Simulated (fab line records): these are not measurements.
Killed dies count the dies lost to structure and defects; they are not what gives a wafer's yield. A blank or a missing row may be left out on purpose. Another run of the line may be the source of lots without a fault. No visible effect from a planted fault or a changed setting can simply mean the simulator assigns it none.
fab line records	flow n5_finfet	part 2 of 2: steps 16 to 21 of 21
record: lots: 5	wafers: 15	last_day: 17
route steps=1938 shown FIN_SAQP@122
lots with no fault: from the same line, run without faults
start_h: start of the lot's first displayed wafer, in hours after the record's first day	wait_h: hours since the lot's step before	" same as the row above	L1.1+2: a single row standing in for several wafers	- no value, or no start given	* or withheld: withheld	< > ~ a bound
route shown NAME@n: names a module that has steps shown in the file, with the first one's number in the route	usual: mean and standard deviation over wafers with no fault	same: alike in all rows	chamber/n: place in a boat	sites: each site's reading	_std_site: standard deviation of those values	_edge_site: mean of outer sites minus mean of inner sites	radius_mm: how far each site lies from the wafer's centre	mask NAME#n: copy n	behind: the tool/chamber that last shaped the wafer	hold: the reason the lot was held/the length of the hold in hours/how it ended	device: names the non-switching transistor (n, p or np)	end of line: the route-end tests of the same wafers	a step without rows: its recipe alone	killed: count of dies lost to structure and defects at first sort (not the wafer's yield)	map: a wafer's dies, marking killed ones x, the rest . and places with no die _
set.NAME: setting as actually run; set.NAME@STEP: the setting as run at that earlier step	model.NAME: the simulator's own value behind a step, which no gauge read
lots seen at some steps along the route; tables by step, rows by wafer
services: the hour from which a tool's chamber was out of use, counted from the record's first day as start_h (under 0 if before that day), plus the number of hours and why
== steps ==
step: N5_FIN_SAQP_RECESS_71
recipe: chemistry: HF/NH3	target: SiO2	target_depth_a: 30	afs_cycles: 1	temp_c: 30	sublimation_temp_c: 180	sublimation_time_s: 60
usual: drypump_motor_current_A: 5.9/0.35	temp_c: 30.00/0.11
lot.wafer	tool	chamber	start_h	wait_h	drypump_motor_current_A	temp_c
L077.3	vapor_etch-02	0	45.44	0.1	6.3	29.97
L077.5	"	1	"	"	6.0	29.97
L077.6	"	0	"	"	6.3	29.99
L089.1	vapor_etch-02	0	116.73	0.0	6.3	29.77
L089.3	"	0	"	"	6.3	30.04
L089.5	"	0	"	"	6.3	30.03
L090.3	vapor_etch-02	1	123.06	0.1	6.0	30.03
L090.4	"	0	"	"	6.3	29.89
L090.5	"	0	"	"	6.3	29.95
L092.3	vapor_etch-01	0	133.07	0.1	5.5	30.16
L092.5	"	0	"	"	5.4	30.05
L092.6	"	1	"	"	5.6	29.90
L095.1	vapor_etch-01	1	151.48	0.0	5.6	30.08
L095.3	"	0	"	"	5.4	29.88
L095.6	"	1	"	"	5.6	30.10
step: N5_FIN_SAQP_SPACER2_ALD_28
recipe: material: SiO2	target_thk_a: 81	temp_c: 300	ald_precursor_family: BDEAS	ald_co_reactant: O2-plasma	pulse_time_s: 1	purge_time_s: 2	co_reactant_purge_time_s: 2	pressure_torr: 2
usual: heater_power_w: 473/59	precursor_pulse_height_rel: 0.999/0.021	susceptor_temp_C: 300.02/0.19
lot.wafer	tool	chamber	start_h	wait_h	heater_power_w	precursor_pulse_height_rel	susceptor_temp_C
L077.3	ald_sin-01	0	49.75	4.3	473	0.963	300.22
L077.5	"	1	"	"	391	1.005	299.85
L077.6	"	0	"	"	456	0.981	299.72
L089.1	ald_sin-02	3	116.88	0.1	418	1.026	299.87
L089.3	"	1	"	"	408	1.012	300.23
L089.5	"	3	"	"	413	0.991	300.19
L090.3	ald_sin-04	0	123.43	0.3	530	0.995	300.09
L090.4	"	2	"	"	587	1.018	300.35
L090.5	"	0	"	"	515	1.000	299.86
L092.3	ald_sin-04	1	133.18	0.1	435	0.995	300.04
L092.5	"	0	"	"	519	0.999	299.86
L092.6	"	3	"	"	558	1.032	300.18
L095.1	ald_sin-02	0	151.63	0.1	443	1.013	299.89
L095.3	"	2	"	"	475	1.018	299.94
L095.6	"	2	"	"	471	0.982	299.97
step: N5_FIN_SAQP_SPACER2_ETCHBACK_29
recipe: chemistry: CHF3/O2	mode: anisotropic_etchback	target: SiO2	target_depth_a: 122	time_s: 6.1	pressure_mtorr: 30	source_w: 650	bias_w: 170	Ar_flow_sccm: 200	CHF3_flow_sccm: 50	O2_flow_sccm: 5	ion_energy_ev: 200
usual: CHF3_flow_sccm: 49.99/0.16	drypump_motor_current_A: 5.7/0.43	oes_o_777_au: 0.76/0.054	oes_product_au: 0.75/0.054	rf_vpp_V: 522/7.8	showerhead_plenum_p_Torr: 2.39/0.095	throttle_valve_pct: 18.97/0.17
same: time_s: 6.1
lot.wafer	tool	chamber	start_h	wait_h	CHF3_flow_sccm	drypump_motor_current_A	oes_o_777_au	oes_product_au	rf_hours_counter_h	rf_vpp_V	showerhead_plenum_p_Torr	throttle_valve_pct
L077.3	rie_diel-06	1	50.21	0.3	50.19	5.7	0.75	0.76	194	526	2.41	19.20
L077.5	"	0	"	"	50.29	6.0	0.81	0.80	-	520	2.52	18.82
L077.6	"	1	"	"	49.88	5.7	0.75	0.75	-	526	2.41	19.19
L089.1	rie_diel-05	0	117.23	0.2	50.04	5.3	0.76	0.78	132	517	2.23	19.10
L089.3	"	3	"	"	49.77	5.1	0.74	0.74	181	512	2.41	18.94
L089.5	"	3	"	"	49.74	5.1	0.75	0.74	-	513	2.41	18.96
L090.3	rie_diel-01	1	123.75	0.2	49.92	6.1	0.72	0.72	174	511	2.39	19.06
L090.4	"	2	"	"	49.76	6.4	0.70	0.70	209	524	2.48	18.85
L090.5	"	2	"	"	49.89	6.4	0.70	0.70	-	525	2.48	18.85
L092.3	rie_diel-01	0	133.75	0.4	49.79	5.5	0.82	0.81	64	521	2.44	18.67
L092.5	"	0	"	"	49.97	5.5	0.82	0.81	-	522	2.44	18.68
L092.6	"	1	"	"	49.99	6.1	0.72	0.72	-	510	2.39	19.08
L095.1	rie_diel-05	2	151.95	0.2	50.11	5.4	0.69	0.68	232	532	2.30	19.02
L095.3	"	0	"	"	49.92	5.3	0.75	0.75	145	518	2.22	19.14
L095.6	"	2	"	"	50.27	5.4	0.69	0.68	-	533	2.30	19.05
step: N5_FIN_SAQP_MANDREL2_REMOVE_60
recipe: chemistry: HBr/Cl2/O2	bt_time_s: 10	target: a-Si	stop_on: SiNx	endpoint: OES-SiCl	over_etch_frac: 1	icp_w: 600	bias_w: 22	HBr_flow_sccm: 150	Cl2_flow_sccm: 80	O2_flow_sccm: 5	pressure_mtorr: 10
usual: drypump_motor_current_A: 5.5/0.4	oes_o_777_au: 1.01/0.055	oes_product_au: 1.007/0.021	throttle_valve_pct: 36.76/0.3
lot.wafer	tool	chamber	start_h	wait_h	drypump_motor_current_A	oes_o_777_au	oes_product_au	rf_hours_counter_h	throttle_valve_pct
L077.3	rie_si-01	2	50.30	0.1	5.0	0.97	1.039	159	36.86
L077.5	"	2	"	"	4.9	0.98	1.037	-	36.88
L077.6	"	3	"	"	5.3	0.95	0.973	-	37.03
L089.1	rie_si-01	3	117.32	0.1	5.3	0.95	0.979	86	37.03
L089.3	"	0	"	"	6.1	0.96	0.996	78	36.50
L089.5	"	0	"	"	6.1	0.97	0.999	-	36.50
L090.3	rie_si-04	0	123.84	0.1	5.9	1.12	1.015	117	36.83
L090.4	"	1	"	"	5.3	0.99	0.986	195	36.42
L090.5	"	2	"	"	5.1	1.08	1.027	-	36.57
L092.3	rie_si-01	3	133.84	0.1	5.3	0.94	0.983	86	37.02
L092.5	"	2	"	"	4.9	0.97	1.023	-	36.89
L092.6	"	3	"	"	5.3	0.95	0.975	-	37.03
L095.1	rie_si-06	1	152.04	0.1	5.9	1.04	1.002	93	36.72
L095.3	"	3	"	"	5.7	1.02	1.012	171	37.41
L095.6	"	2	"	"	5.6	1.06	1.004	-	36.29
step: N5_FIN_SAQP_CD_MEAS_31
recipe: target_cd_nm: 8	landing_energy_ev: 1000	detector: se_inlens	polarity: line
usual: cd_nm: 8.12/0.22
lot.wafer	tool	chamber	start_h	wait_h	cd_nm
L077.3	cd_sem-03	0	50.41	0.1	8.46
L077.5	"	0	"	"	8.01
L077.6	"	0	"	"	8.11
L089.1	cd_sem-03	0	117.43	0.1	8.40
L089.3	"	0	"	"	8.00
L089.5	"	0	"	"	7.93
L090.3	cd_sem-01	0	123.95	0.1	8.09
L090.4	"	0	"	"	7.83
L090.5	"	0	"	"	7.98
L092.3	cd_sem-01	0	133.96	0.1	8.01
L092.5	"	0	"	"	8.26
L092.6	"	0	"	"	8.07
L095.1	cd_sem-02	0	152.15	0.1	8.32
L095.3	"	0	"	"	8.13
L095.6	"	0	"	"	8.23
step: N5_FIN_SAQP_HM_OPEN_33
recipe: chemistry: CH3F/O2	target: SiNx	mask_material: SiO2	target_depth_a: 494	time_s: 70.6	pressure_mtorr: 30	source_w: 395	bias_w: 73	Ar_flow_sccm: 150	CH3F_flow_sccm: 30	O2_flow_sccm: 20	ion_energy_ev: 120	ends: cleared
usual: drypump_motor_current_A: 5.7/0.46	etch_rf_on_time_s: 70.1/1.5	oes_o_777_au: 0.75/0.047	oes_product_au: 0.64/0.042	rf_vpp_V: 296/4.4	showerhead_plenum_p_Torr: 1.98/0.078	throttle_valve_pct: 16.41/0.17
lot.wafer	tool	chamber	start_h	wait_h	drypump_motor_current_A	etch_rf_on_time_s	oes_o_777_au	oes_product_au	rf_hours_counter_h	rf_vpp_V	showerhead_plenum_p_Torr	throttle_valve_pct
L077.3	rie_diel-05	1	50.55	0.1	6.6	70.1	0.72	0.59	220	291	1.91	16.74
L077.5	"	1	"	"	6.6	70.3	0.73	0.60	-	292	1.91	16.76
L077.6	"	0	"	"	5.3	71.5	0.78	0.68	-	294	1.85	16.49
L089.1	rie_diel-05	1	117.59	0.2	6.6	70.3	0.71	0.58	243	290	1.90	16.79
L089.3	"	2	"	"	5.4	72.4	0.70	0.59	219	303	1.91	16.44
L089.5	"	0	"	"	5.3	71.7	0.76	0.66	-	293	1.84	16.53
L090.3	rie_diel-05	3	124.02	0.1	5.1	70.0	0.73	0.63	182	290	2.00	16.40
L090.4	"	2	"	"	5.4	71.6	0.69	0.60	221	302	1.91	16.44
L090.5	"	0	"	"	5.3	69.0	0.76	0.67	-	293	1.84	16.55
L092.3	rie_diel-05	3	134.04	0.1	5.1	69.3	0.74	0.62	186	290	2.00	16.42
L092.5	"	0	"	"	5.3	71.1	0.76	0.65	-	295	1.84	16.55
L092.6	"	3	"	"	5.1	69.3	0.73	0.63	-	291	2.00	16.41
L095.1	rie_diel-01	1	152.20	0.0	6.1	71.8	0.72	0.61	184	289	1.98	16.53
L095.3	"	3	"	"	5.3	69.2	0.73	0.61	207	298	1.99	16.37
L095.6	"	0	"	"	5.4	71.4	0.82	0.69	-	296	2.02	16.09
== services ==
tool	chamber	start_h	hours	kind
rie_diel-05	1	35.97	1.5	repair
rie_si-01	1	37.98	9.0	repair
rie_diel-01	-	38.30	0.8	repair
rie_diel-01	-	39.22	13.9	repair
ald_sin-02	-	44.44	6.1	pm
ald_sin-02	-	52.11	6.0	pm
ald_sin-04	1	63.88	16.2	repair
ald_sin-02	2	64.17	2.7	repair
rie_si-01	-	82.92	15.6	pm
ald_sin-02	-	85.25	14.0	pm
ald_sin-01	-	93.35	1.7	repair
ald_sin-02	-	113.32	0.2	repair
rie_diel-06	2	130.51	8.3	repair
rie_diel-05	1	139.24	-	clean
rie_diel-05	1	139.24	-	consumable_replace:focus_ring
rie_diel-05	1	139.24	-	consumable_replace:showerhead
rie_diel-05	1	139.24	12.1	scheduled_down
rie_diel-05	1	139.24	12.1	vent_cycle
rie_si-04	3	142.13	1.4	repair
wet_bench-04	-	144.02	0.9	repair
rie_si-01	3	145.68	7.2	repair
rie_si-04	1	146.47	-	clean
rie_si-04	1	146.47	18.4	scheduled_down
rie_si-04	1	146.47	18.4	vent_cycle
